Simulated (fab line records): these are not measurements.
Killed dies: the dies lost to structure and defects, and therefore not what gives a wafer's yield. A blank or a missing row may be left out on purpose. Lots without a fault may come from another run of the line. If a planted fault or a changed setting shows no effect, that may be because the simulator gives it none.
fab line records | flow n5Finfet | part 1 of 2: steps 1 to 4 of 6
[record] lots = 23 wafers = 69 lastDay = 18
route steps=1938 shown HKMG_FIN@441 GATE_CUT@470
lots with no fault: from the same line, run without faults
startH: the number of hours between the record's first day and the start of the first shown wafer of the lot | waitH: how many hours have passed since the lot's step before this one | " identical to the entry in the row above | L1.1+2: a row that stands for several wafers | - no value present, or no start provided | * or withheld: withheld | < > ~ a bound
route shown NAME@n: NAME is a module with steps in the file, n the number in the route of the first one | usual: mean/standard deviation taken from wafers without a fault | same: alike in all rows | chamber/n: place in a boat | sites: readings site by site | _std_site: standard deviation of those values | _edge_site: mean of outer sites minus mean of inner sites | radiusMm: for every site, how far away it sits from the centre of the wafer | mask NAME#n: copy n | behind: the most recent tool/chamber to have shaped the wafer | hold: why the lot went on hold/how many hours it stayed there/how the hold came to an end | device: the transistor (n, p or np) that didn't switch | end of line: tests of these same wafers at the route's end | a step given without rows: its recipe and nothing more | killed: not the wafer's yield, but the dies lost to structure and defects at the first sort | map: per-die view of a wafer (x killed, . not killed, _ where there is no die)
set.NAME: setting as actually run; set.NAME@STEP: the setting as run at that earlier step | model.NAME: the simulator's own value behind a step, which no gauge read
a sample of lots followed through the steps of the route, with each step as a table and each wafer as a row
services: the hour from which a tool's chamber was out of use, counted from the record's first day as startH (under 0 if before that day), plus the number of hours and why
[[steps]]
[step N5_HKMG_FIN_STRIP_19]
[recipe] chemistry = N2/H2 powerW = 2500 tempC = 300 h2Frac = 0.65 timeS = 360 pressureMtorr = withheld n2FlowSccm = 1750 h2FlowSccm = 3250
[usual] drypumpMotorCurrentA = 5.77/0.27 heaterPowerW = 467/19
// columns lot.wafer tool chamber startH waitH drypumpMotorCurrentA heaterPowerW rfHoursCounterH
L074.3 plasmaAsher-01 1 75.45 0.1 5.79 477 -
L074.4 " 0 " " 6.01 459 -
L074.5 " 0 " " 6.02 469 -
L075.2 plasmaAsher-01 1 84.91 0.0 5.83 479 87
L075.5 " 0 " " 6.00 468 -
L075.6 " 1 " " 5.83 483 -
L076.1 plasmaAsher-02 1 97.20 0.0 5.95 494 41
L076.4 " 0 " " 5.39 450 -
L076.6 " 1 " " 5.95 477 -
L077.3 plasmaAsher-02 1 107.26 0.1 5.98 476 -
L077.5 " 1 " " 5.99 485 -
L077.6 " 0 " " 5.37 436 -
L078.1 plasmaAsher-01 0 107.39 0.0 6.01 471 90
L078.2 " 1 " " 5.80 481 90
L078.5 " 0 " " 6.01 456 -
L079.3 plasmaAsher-01 0 109.79 0.1 6.01 461 -
L079.4 " 1 " " 5.83 481 -
L079.6 " 0 " " 6.01 475 -
L080.3 plasmaAsher-02 1 117.48 0.1 5.98 472 -
L080.4 " 0 " " 5.35 446 -
L080.5 " 1 " " 5.98 490 -
L081.1 plasmaAsher-01 1 121.08 0.1 5.81 482 94
L081.5 " 1 " " 5.82 478 -
L081.6 " 0 " " 6.00 461 -
L082.2 plasmaAsher-02 0 126.71 0.0 5.37 440 48
L082.3 " 1 " " 5.96 478 -
L082.6 " 0 " " 5.39 449 -
L083.2 plasmaAsher-01 0 134.41 0.0 6.01 482 96
L083.5 " 1 " " 5.84 488 -
L083.6 " 0 " " 6.00 457 -
L084.1 plasmaAsher-02 0 139.41 0.0 5.36 442 51
L084.3 " 0 " " 5.38 456 -
L084.4 " 1 " " 5.96 472 -
L085.1 plasmaAsher-01 1 144.42 0.0 5.81 468 98
L085.4 " 1 " " 5.81 489 -
L085.6 " 0 " " 6.01 471 -
L086.1 plasmaAsher-02 0 156.12 0.0 5.37 429 54
L086.3 " 1 " " 5.98 470 -
L086.5 " 0 " " 5.35 448 -
L087.1 plasmaAsher-02 0 160.04 0.0 5.34 444 55
L087.4 " 1 " " 5.96 473 -
L087.5 " 0 " " 5.36 433 -
L088.1 plasmaAsher-02 0 168.03 0.0 5.38 446 57
L088.3 " 1 " " 5.96 489 -
L088.4 " 0 " " 5.37 442 -
L089.1 plasmaAsher-02 0 170.34 0.0 5.35 450 58
L089.4 " 0 " " 5.34 440 -
L089.5 " 0 " " 5.35 440 -
L090.1 plasmaAsher-02 1 176.82 0.0 5.97 485 58
L090.2 " 0 " " 5.36 448 58
L090.5 " 0 " " 5.39 440 -
L092.2 plasmaAsher-02 0 186.65 0.0 5.33 443 60
L092.3 " 1 " " 5.96 490 -
L092.4 " 0 " " 5.37 432 -
L093.1 plasmaAsher-01 0 195.28 0.0 6.00 467 108
L093.3 " 1 " " 5.82 477 -
L093.6 " 0 " " 6.02 473 -
L094.2 plasmaAsher-02 1 195.35 0.0 6.00 486 62
L094.3 " 0 " " 5.35 435 -
L094.5 " 0 " " 5.37 447 -
L095.1 plasmaAsher-01 1 203.26 0.0 5.81 485 110
L095.3 " 1 " " 5.82 495 -
L095.4 " 0 " " 6.01 465 -
L097.1 plasmaAsher-02 0 212.12 0.0 5.34 433 65
L097.3 " 0 " " 5.34 440 -
L097.5 " 1 " " 5.97 493 -
L096.1 plasmaAsher-01 1 214.32 0.0 5.81 478 112
L096.3 " 0 " " 6.02 455 -
L096.5 " 1 " " 5.81 480 -
[step N5_GATE_CUT_STRIP_59]
[recipe] chemistry = N2/H2 timeS = 20 powerW = 100 tempC = 40 pressureMtorr = 100 rfFrequencyHz = 6e+07 biasPowerW = 3 n2FlowSccm = 300 h2FlowSccm = 300
[usual] drypumpMotorCurrentA = 5.9/0.46 oesProductAu = 0.76/0.058 rfVppV = 45.3/0.88 showerheadPlenumPTorr = 3.38/0.13 throttleValvePct = 12.23/0.24
// columns lot.wafer tool chamber startH waitH drypumpMotorCurrentA oesProductAu rfHoursCounterH rfVppV showerheadPlenumPTorr throttleValvePct
L074.3 rieDiel-06 0 79.54 0.1 4.9 0.72 217 44.8 3.19 12.68
L074.4 " 2 " " 6.4 0.73 168 47.3 3.34 12.12
L074.5 " 0 " " 4.9 0.70 - 46.3 3.19 12.68
L075.2 rieDiel-01 1 89.47 0.1 6.3 0.81 124 45.9 3.52 11.78
L075.5 " 0 " " 5.5 0.86 - 44.5 3.58 12.08
L075.6 " 3 " " 5.7 0.74 - 46.7 3.50 12.23
L076.1 rieDiel-05 1 101.91 0.1 6.1 0.73 193 44.3 3.23 12.01
L076.4 " 3 " " 5.8 0.74 163 45.8 3.51 12.35
L076.6 " 2 " " 5.6 0.71 - 45.5 3.47 12.42
L077.3 rieDiel-05 2 111.36 0.1 5.6 0.70 215 46.5 3.47 12.43
L077.5 " 3 " " 5.8 0.73 - 45.8 3.51 12.36
L077.6 " 2 " " 5.6 0.69 - 45.2 3.47 12.43
L078.1 rieDiel-05 3 111.61 0.1 5.8 0.74 165 46.1 3.51 12.36
L078.2 " 0 " " 5.6 0.78 114 45.0 3.26 12.37
L078.5 " 3 " " 5.8 0.73 - 45.2 3.51 12.37
L079.3 rieDiel-05 0 114.04 0.1 5.6 0.78 115 45.5 3.26 12.37
L079.4 " 3 " " 5.8 0.74 166 44.9 3.51 12.34
L079.6 " 0 " " 5.6 0.78 - 45.5 3.26 12.37
L080.3 rieDiel-06 1 121.66 0.1 5.8 0.89 23 45.5 3.46 12.02
L080.4 " 2 " " 6.4 0.72 183 45.4 3.34 12.14
L080.5 " 0 " " 4.9 0.70 - 46.3 3.18 12.72
L081.1 rieDiel-01 0 125.57 0.1 5.5 0.83 55 46.0 3.57 12.09
L081.5 " 0 " " 5.5 0.84 - 45.6 3.57 12.09
L081.6 " 1 " " 6.3 0.79 - 45.0 3.52 11.80
L082.2 rieDiel-06 2 131.12 0.1 6.3 0.72 185 44.9 3.34 12.15
L082.3 " 3 " " 6.3 0.81 72 45.2 3.44 12.22
L082.6 " 2 " " 6.4 0.71 - 45.4 3.34 12.15
L083.2 rieDiel-01 2 138.69 0.1 6.4 0.74 161 45.6 3.25 12.08
L083.5 " 2 " " 6.4 0.74 - 44.6 3.25 12.08
L083.6 " 1 " " 6.3 0.79 - 44.5 3.51 11.81
L084.1 rieDiel-06 3 143.82 0.1 6.3 0.81 77 45.8 3.43 12.23
L084.3 " 0 " " 4.9 0.70 238 46.7 3.18 12.72
L084.4 " 1 " " 5.9 0.88 30 46.6 3.45 12.04
L085.1 rieDiel-01 2 148.68 0.1 6.4 0.74 166 45.2 3.24 12.11
L085.4 " 1 " " 6.3 0.79 - 45.7 3.51 11.81
L085.6 " 2 " " 6.4 0.74 - 46.0 3.24 12.10
L086.1 rieDiel-01 2 160.70 0.1 6.4 0.74 169 45.8 3.24 12.09
L086.3 " 0 " " 5.4 0.83 66 45.5 3.57 12.13
L086.5 " 3 " " 5.8 0.73 - 44.7 3.49 12.27
L087.1 rieDiel-06 3 164.44 0.1 6.3 0.81 82 45.1 3.43 12.21
L087.4 " 2 " " 6.3 0.72 195 45.1 3.33 12.17
L087.5 " 3 " " 6.3 0.80 - 44.9 3.43 12.22
L088.1 rieDiel-06 2 172.40 0.1 6.4 0.72 197 45.2 3.33 12.18
L088.3 " 3 " " 6.3 0.81 85 46.2 3.43 12.22
L088.4 " 1 " " 5.9 0.86 38 46.5 3.45 12.06
L089.1 rieDiel-01 3 174.73 0.1 5.8 0.72 196 45.1 3.49 12.28
L089.4 " 2 " " 6.4 0.73 173 44.4 3.24 12.11
L089.5 " 3 " " 5.7 0.72 - 43.9 3.49 12.28
L090.1 rieDiel-05 2 181.22 0.1 5.6 0.68 237 44.9 3.46 12.49
L090.2 " 1 " " 6.1 0.71 218 45.4 3.21 12.06
L090.5 " 1 " " 6.1 0.71 - 44.4 3.21 12.06
L092.2 rieDiel-06 0 190.87 0.1 5.0 0.70 252 45.0 3.17 12.77
L092.3 " 2 " " 6.4 0.71 203 46.6 3.33 12.19
L092.4 " 3 " " 6.3 0.79 90 45.5 3.43 12.24
L093.1 rieDiel-06 0 199.49 0.1 4.9 0.69 254 44.8 3.17 12.78
L093.3 " 2 " " 6.3 0.70 205 45.1 3.32 12.21
L093.6 " 3 " " 6.3 0.79 - 46.1 3.43 12.26
L094.2 rieDiel-06 3 199.76 0.1 6.3 0.80 92 46.2 3.42 12.26
L094.3 " 1 " " 5.9 0.84 47 45.9 3.45 12.08
L094.5 " 1 " " 5.9 0.85 - 47.6 3.44 12.09
L095.1 rieDiel-05 2 207.46 0.1 5.6 0.67 246 44.9 3.45 12.50
L095.3 " 1 " " 6.1 0.70 226 44.9 3.21 12.08
L095.4 " 0 " " 5.6 0.75 142 45.0 3.24 12.45
L097.1 rieDiel-01 0 216.34 0.1 5.6 0.81 82 46.3 3.56 12.17
L097.3 " 2 " " 6.4 0.73 184 46.9 3.23 12.12
L097.5 " 2 " " 6.4 0.73 - 44.5 3.23 12.14
L096.1 rieDiel-06 1 218.61 0.1 5.8 0.83 57 45.3 3.44 12.10
L096.3 " 3 " " 6.3 0.79 - 44.3 3.42 12.27
L096.5 " 1 " " 5.9 0.83 - 46.0 3.44 12.09
[step N5_GATE_CUT_CD_MEAS_13]
[recipe] targetCdNm = 20 landingEnergyEv = 500 detector = seInlens
[usual] cdNm = 19.9/0.33
// columns lot.wafer tool chamber startH waitH cdNm
L074.3 cdSem-02 0 82.79 - 19.9
L074.4 " 0 " " 19.9
L074.5 " 0 " " 19.7
L075.2 cdSem-03 0 93.15 - 19.7
L075.5 " 0 " " 19.9
L075.6 " 0 " " 19.8
L076.1 cdSem-02 0 106.87 - 20.1
L076.4 " 0 " " 20.2
L076.6 " 0 " " 20.3
L077.3 cdSem-01 0 114.74 - 20.5
L077.5 " 0 " " 20.0
L077.6 " 0 " " 20.1
L078.1 cdSem-02 0 114.96 - 20.0
L078.2 " 0 " " 20.0
L078.5 " 0 " " 19.9
L079.3 cdSem-01 0 117.79 - 20.3
L079.4 " 0 " " 20.7
L079.6 " 0 " " 20.4
L080.3 cdSem-01 0 124.94 - 19.8
L080.4 " 0 " " 20.0
L080.5 " 0 " " 20.0
L081.1 cdSem-02 0 128.72 - 20.5
L081.5 " 0 " " 20.2
L081.6 " 0 " " 19.8
L082.2 cdSem-03 0 134.50 - 19.5
L082.3 " 0 " " 19.1
L082.6 " 0 " " 19.7
L083.2 cdSem-03 0 141.85 - 20.3
L083.5 " 0 " " 20.5
L083.6 " 0 " " 20.3
L084.1 cdSem-01 0 147.09 - 19.6
L084.3 " 0 " " 20.1
L084.4 " 0 " " 19.6
L085.1 cdSem-03 0 152.48 - 19.4
L085.4 " 0 " " 19.7
L085.6 " 0 " " 19.5
L086.1 cdSem-02 0 163.98 - 20.0
L086.3 " 0 " " 19.9
L086.5 " 0 " " 19.7
L087.1 cdSem-03 0 167.59 - 20.0
L087.4 " 0 " " 20.3
L087.5 " 0 " " 20.0
L088.1 cdSem-01 0 175.69 - 19.4
L088.3 " 0 " " 19.8
L088.4 " 0 " " 19.4
L089.1 cdSem-02 0 178.01 - 19.6
L089.4 " 0 " " 20.3
L089.5 " 0 " " 20.0
L090.1 cdSem-02 0 186.05 - 20.3
L090.2 " 0 " " 20.2
L090.5 " 0 " " 20.7
L092.2 cdSem-01 0 194.15 - 20.1
L092.3 " 0 " " 20.1
L092.4 " 0 " " 19.7
L093.1 cdSem-02 0 202.76 - 20.1
L093.3 " 0 " " 20.1
L093.6 " 0 " " 19.8
L094.2 cdSem-02 0 203.03 - 19.3
L094.3 " 0 " " 19.8
L094.5 " 0 " " 20.1
L095.1 cdSem-03 0 210.95 - 20.6
L095.3 " 0 " " 20.0
L095.4 " 0 " " 19.8
L097.1 cdSem-02 0 219.64 - 19.1
L097.3 " 0 " " 19.6
L097.5 " 0 " " 19.7
L096.1 cdSem-03 0 221.98 - 20.0
L096.3 " 0 " " 20.1
L096.5 " 0 " " 20.5
[step N5_GATE_CUT_HM_OPEN_40]
[recipe] chemistry = C4F6/O2 target = SiO2 maskMaterial = SiARC targetDepthA = 1390 timeS = 85.1 ionEnergyEv = 250 pressureMtorr = 30 sourceW = 345 biasW = 185 Ar_flow_sccm = 300 C4F6_flow_sccm = 10 O2_flow_sccm = 10 ends = cleared
[usual] drypumpMotorCurrentA = 5.9/0.37 etchRfOnTimeS = 94.6/2 oes_ar_750_au = 0.75/0.055 oes_f_703_au = 0.75/0.057 oes_o_777_au = 0.75/0.055 oesProductAu = 0.68/0.051 rfVppV = 667/11 showerheadPlenumPTorr = 2.87/0.11 throttleValvePct = 20.92/0.22
// columns lot.wafer tool chamber startH waitH drypumpMotorCurrentA etchRfOnTimeS oes_ar_750_au oes_f_703_au oes_o_777_au oesProductAu rfHoursCounterH rfVppV showerheadPlenumPTorr throttleValvePct
L074.3 rieDiel-01 0 83.17 0.0 5.5 93.7 0.87 0.87 0.86 0.77 40 661 3.02 21.01
L074.4 " 1 " " 6.3 93.2 0.81 0.82 0.83 0.73 122 686 2.98 20.49
L074.5 " 3 " " 5.8 97.4 0.74 0.72 0.73 0.66 - 662 2.96 20.82
L075.2 rieDiel-05 3 93.44 0.0 5.8 95.0 0.74 0.73 0.73 0.66 161 665 2.98 21.14
L075.5 " 3 " " 5.8 96.9 0.74 0.73 0.74 0.66 - 665 2.98 21.13
L075.6 " 2 " " 5.6 94.8 0.69 0.68 0.68 0.63 - 683 2.92 21.06
L076.1 rieDiel-05 0 107.16 0.0 5.6 94.9 0.77 0.76 0.76 0.70 113 683 2.75 21.11
L076.4 " 1 " " 6.1 96.5 0.72 0.72 0.72 0.65 - 657 2.73 20.61
L076.6 " 2 " " 5.6 94.7 0.69 0.67 0.69 0.63 - 683 2.92 21.06
L077.3 rieDiel-06 0 115.02 0.0 4.9 98.8 0.70 0.70 0.70 0.62 229 658 2.71 21.51
L077.5 " 2 " " 6.4 97.3 0.72 0.71 0.72 0.66 - 666 2.83 20.81
L077.6 " 3 " " 6.3 95.4 0.82 0.82 0.81 0.75 - 659 2.89 20.93
L078.1 rieDiel-05 3 115.25 0.0 5.8 96.8 0.74 0.73 0.73 0.66 166 666 2.97 21.15
L078.2 " 0 " " 5.5 93.4 0.77 0.76 0.74 0.69 115 681 2.75 21.12
L078.5 " 1 " " 6.1 96.4 0.73 0.72 0.71 0.65 - 656 2.72 20.65
L079.3 rieDiel-01 0 118.24 0.0 5.5 92.7 0.85 0.85 0.85 0.76 51 662 3.02 21.02
L079.4 " 3 " " 5.7 96.5 0.73 0.72 0.73 0.66 180 660 2.95 20.84
L079.6 " 3 " " 5.7 96.2 0.73 0.72 0.73 0.66 - 661 2.95 20.84
L080.3 rieDiel-01 2 125.22 0.0 6.3 95.0 0.75 0.74 0.74 0.67 157 651 2.73 20.75
L080.4 " 3 " " 5.7 97.5 0.73 0.72 0.72 0.66 182 659 2.95 20.86
L080.5 " 1 " " 6.3 92.3 0.79 0.81 0.82 0.73 - 686 2.98 20.52
L081.1 rieDiel-06 3 129.01 0.0 6.3 92.4 0.81 0.81 0.81 0.74 72 659 2.89 20.95
L081.5 " 1 " " 5.9 94.0 0.88 0.87 0.86 0.80 - 666 2.93 20.93
L081.6 " 2 " " 6.3 96.7 0.72 0.70 0.71 0.65 - 667 2.83 20.82
L082.2 rieDiel-05 1 134.78 0.0 6.1 95.3 0.72 0.72 0.71 0.64 203 657 2.72 20.64
L082.3 " 3 " " 5.8 96.1 0.72 0.72 0.73 0.65 172 665 2.97 21.15
L082.6 " 1 " " 6.1 96.5 0.73 0.72 0.71 0.64 - 659 2.72 20.65
L083.2 rieDiel-05 0 142.36 0.0 5.6 92.5 0.76 0.75 0.75 0.70 124 681 2.74 21.11
L083.5 " 2 " " 5.6 94.9 0.68 0.68 0.68 0.62 - 681 2.91 21.07
L083.6 " 3 " " 5.8 99.3 0.73 0.73 0.72 0.65 - 666 2.97 21.16
L084.1 rieDiel-01 0 147.39 0.0 5.5 93.0 0.83 0.83 0.84 0.77 62 662 3.01 21.03
L084.3 " 2 " " 6.4 92.9 0.74 0.74 0.74 0.66 165 649 2.73 20.76
L084.4 " 2 " " 6.4 94.8 0.73 0.74 0.74 0.67 - 650 2.73 20.74
L085.1 rieDiel-06 0 152.77 0.0 4.9 97.2 0.70 0.68 0.69 0.62 240 658 2.70 21.53
L085.4 " 3 " " 6.3 94.1 0.80 0.80 0.80 0.73 79 661 2.89 20.96
L085.6 " 2 " " 6.4 97.1 0.71 0.70 0.71 0.65 - 664 2.83 20.84
L086.1 rieDiel-01 3 164.74 0.0 5.7 96.2 0.72 0.71 0.72 0.64 193 661 2.94 20.89
L086.3 " 2 " " 6.4 92.8 0.73 0.73 0.73 0.67 170 651 2.73 20.76
L086.5 " 0 " " 5.5 95.0 0.83 0.83 0.83 0.74 - 660 3.01 21.03
L087.1 rieDiel-06 3 167.87 0.0 6.3 93.8 0.80 0.80 0.79 0.72 84 661 2.88 20.95
L087.4 " 2 " " 6.4 98.7 0.71 0.70 0.70 0.64 196 667 2.83 20.83
L087.5 " 0 " " 4.9 99.8 0.69 0.68 0.69 0.62 - 658 2.70 21.54
L088.1 rieDiel-05 3 175.98 0.0 5.8 94.7 0.73 0.71 0.72 0.65 185 666 2.97 21.18
L088.3 " 1 " " 6.1 94.7 0.72 0.71 0.70 0.63 217 658 2.72 20.67
L088.4 " 0 " " 5.5 94.7 0.76 0.74 0.73 0.69 133 681 2.74 21.13
L089.1 rieDiel-01 3 178.32 0.0 5.8 94.8 0.72 0.71 0.71 0.64 198 660 2.94 20.88
L089.4 " 2 " " 6.4 96.3 0.73 0.73 0.73 0.66 175 650 2.72 20.77
L089.5 " 0 " " 5.5 94.1 0.82 0.83 0.83 0.75 - 660 3.01 21.06
L090.1 rieDiel-01 2 186.99 0.0 6.3 94.8 0.73 0.73 0.73 0.66 177 649 2.72 20.78
L090.2 " 0 " " 5.5 91.4 0.82 0.82 0.81 0.74 74 662 3.01 21.05
L090.5 " 3 " " 5.7 97.9 0.72 0.71 0.71 0.64 - 661 2.94 20.88
L092.2 rieDiel-01 0 194.43 0.0 5.5 93.4 0.82 0.82 0.82 0.74 77 662 3.00 21.05
L092.3 " 1 " " 6.3 90.5 0.77 0.79 0.79 0.71 158 686 2.97 20.55
L092.4 " 3 " " 5.7 96.7 0.71 0.70 0.71 0.64 202 660 2.94 20.88
L093.1 rieDiel-05 1 203.10 0.0 6.1 95.0 0.71 0.71 0.69 0.62 224 657 2.71 20.68
L093.3 " 3 " " 5.8 96.0 0.72 0.72 0.71 0.64 192 666 2.96 21.17
L093.6 " 0 " " 5.5 95.6 0.74 0.73 0.73 0.68 - 681 2.74 21.14
L094.2 rieDiel-06 1 203.75 0.1 5.8 91.8 0.84 0.84 0.82 0.77 - 667 2.91 20.99
L094.3 " 1 " " 5.9 91.6 0.85 0.84 0.82 0.77 - 665 2.91 20.97
L094.5 " 1 " " 5.8 94.3 0.84 0.84 0.82 0.76 - 667 2.91 20.97
L095.1 rieDiel-05 0 211.25 0.0 5.5 93.8 0.74 0.73 0.73 0.68 144 682 2.73 21.15
L095.3 " 3 " " 5.8 96.3 0.72 0.71 0.70 0.64 195 666 2.96 21.17
L095.4 " 2 " " 5.6 94.9 0.67 0.66 0.67 0.61 247 682 2.90 21.10
L097.1 rieDiel-01 1 219.93 0.0 6.3 90.8 0.77 0.77 0.80 0.70 164 685 2.96 20.58
L097.3 " 2 " " 6.4 93.5 0.73 0.72 0.72 0.65 184 650 2.72 20.78
L097.5 " 1 " " 6.3 92.8 0.76 0.78 0.79 0.71 - 686 2.96 20.55
L096.1 rieDiel-01 0 222.27 0.0 5.5 93.3 0.81 0.81 0.81 0.73 84 660 3.00 21.07
L096.3 " 3 " " 5.7 95.1 0.70 0.70 0.70 0.64 210 661 2.94 20.89
L096.5 " 3 " " 5.7 95.9 0.71 0.71 0.70 0.64 - 659 2.94 20.89
